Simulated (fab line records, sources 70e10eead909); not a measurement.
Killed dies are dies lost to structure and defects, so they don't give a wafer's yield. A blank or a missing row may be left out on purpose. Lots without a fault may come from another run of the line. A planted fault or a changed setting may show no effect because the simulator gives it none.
Chamber matching | flow nand_harc | NHARC_A_STAIRCASE_DEP_156 on pecvd-03: 3 sister chambers
The step deposits SiNx, target thk 50 nm. 3 wafers are shown with their chamber, then 11 later ones without.

WAFERS WITH THEIR CHAMBER
wafer  | chamber | heater_power_w (W)
L088.1 | 1       | 837
L088.5 | 0       | 657
L089.1 | 2       | 628

WAFERS WITHOUT THEIR CHAMBER
wafer  | heater_power_w (W)
L089.3 | 548
L089.6 | 643
L094.2 | 738
L094.4 | 553
L094.5 | 727
L093.1 | 860
L093.3 | 745
L093.6 | 860
L097.3 | 642
L097.4 | 730
L097.6 | 641

WHICH CHAMBER EACH WENT THROUGH
wafer  | from the rows above          | in truth
L089.3 | can't be placed: 2 or 0      | 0
L089.6 | can't be placed: 0 or 2      | 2
L094.2 | can't be placed: 0 or 1 or 2 | 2
L094.4 | can't be placed: 2 or 0      | 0
L094.5 | can't be placed: 0 or 2 or 1 | 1
L093.1 | 1                            | 1
L093.3 | can't be placed: 0 or 1 or 2 | 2
L093.6 | 1                            | 1
L097.3 | can't be placed: 2 or 0      | 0
L097.4 | can't be placed: 0 or 2 or 1 | 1
L097.6 | can't be placed: 2 or 0      | 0
Placed correctly: 2 of 11. Can't be placed from these rows: 9 (the true chamber is among the candidates in 9). Placed wrongly: 0.
How it was worked out, from the rows above alone: a wafer's distance from a chamber is the root of the sum, over the readings, of the square of ((its reading less the chamber's mean) divided by the reading's scatter). The wafer belongs to the nearest chamber; if the next one is less than 2 further off, it can't be placed. A chamber's mean is the mean of its shown wafers. The scatter: with one shown wafer a chamber, the root of the mean of the squares of how far each hidden wafer lies from its nearest shown one.
